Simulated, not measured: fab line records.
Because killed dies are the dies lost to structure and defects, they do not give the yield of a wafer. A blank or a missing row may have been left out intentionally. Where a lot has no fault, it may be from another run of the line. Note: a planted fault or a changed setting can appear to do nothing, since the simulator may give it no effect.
A lot that was struck, set against a sound lot    flow nand_harc    13 steps out of a route of 1302
Sound: the wafers L348.1, L348.3, L348.6. Wafers L341.1, L341.4, L341.6 were the ones struck. The cause comes at the end.
For every step that has rows: the tool of each side, followed by ch and its chambers, followed by its first start. Under that, the readings that differ: sound wafers    struck wafers    difference of the means    sigmas: that difference in standard deviations of wafers without a fault.
alike: readings whose means differ by less than 2 such deviations, and words and numbers that are the same on both sides. not compared: withheld readings, readings that some wafer has no value for, bounds like >300 that may hide the same value, and numbers for which the record gives no deviation and whose values overlap.
The two part at a step that has a row with sigmas, a row that says differs or no value, or rows on one side only. Numbers that have no deviation but don't overlap get no sigmas and don't part them. A reading that every wafer of one side lacks parts them only if that side has two wafers or more.

NHARC_A_STAIRCASE_ETCH_27: etches the open film in C4F8/O2, target depth 100 nm, time 40.5 s.
  sound on rie_diel-10 ch 1,2,3; struck on rie_diel-05 ch 1,2, day 19 01:16
reading                sound              struck             difference  sigmas
oes_product_au (a.u.)  0.943 0.945 0.938  0.998 1.011 1.012  +0.065      +3
  alike: rf_vpp_V
  not compared: rf_hours_counter_h
NHARC_A_STAIRCASE_STRIP_175: strips in O2.
  sound on plasma_asher-02 ch 0,1, day 22 09:43; struck on plasma_asher-01 ch 0,1, day 19 01:32
  alike: drypump_motor_current_A, heater_power_w
  not compared: rf_hours_counter_h
then, 9 steps without rows for these wafers: NHARC_A_STAIRCASE_STRIP_148 (strips in SPM, time 900 s); NHARC_A_STAIRCASE_PRECLEAN_149 (cleans in SC1); NHARC_A_STAIRCASE_SRD_150; NHARC_A_STAIRCASE_DEHYDRATE_176 (time 120 s); NHARC_A_STAIRCASE_HMDS_177 (time 30 s); NHARC_A_STAIRCASE_COAT_178; NHARC_A_STAIRCASE_SOFTBAKE_179 (time 170 s); NHARC_A_STAIRCASE_EBR_180; NHARC_A_STAIRCASE_EXPOSE_181 (exposes mask STAIR 2).
NHARC_A_STAIRCASE_PEB_182: peb time 130 s.
  struck on litho_track-03, day 19 02:42; sound on litho_track-02 ch 0, day 22 10:56
  no value came back on the struck wafers for chill_plate_temp_C (C), exhaust_pa (Pa), plate_temp_C (C), resist_line_temp_C (C); on the sound wafers chill_plate_temp_C (C) reads 23.05 23.07 22.94
then, 1 step without rows for these wafers: NHARC_A_STAIRCASE_DEVELOP_183 (time 140 s).

WHERE THEY PART
First at NHARC_A_STAIRCASE_ETCH_27; last, within this record, at NHARC_A_STAIRCASE_PEB_182.

WHY: what had been put in by the simulator
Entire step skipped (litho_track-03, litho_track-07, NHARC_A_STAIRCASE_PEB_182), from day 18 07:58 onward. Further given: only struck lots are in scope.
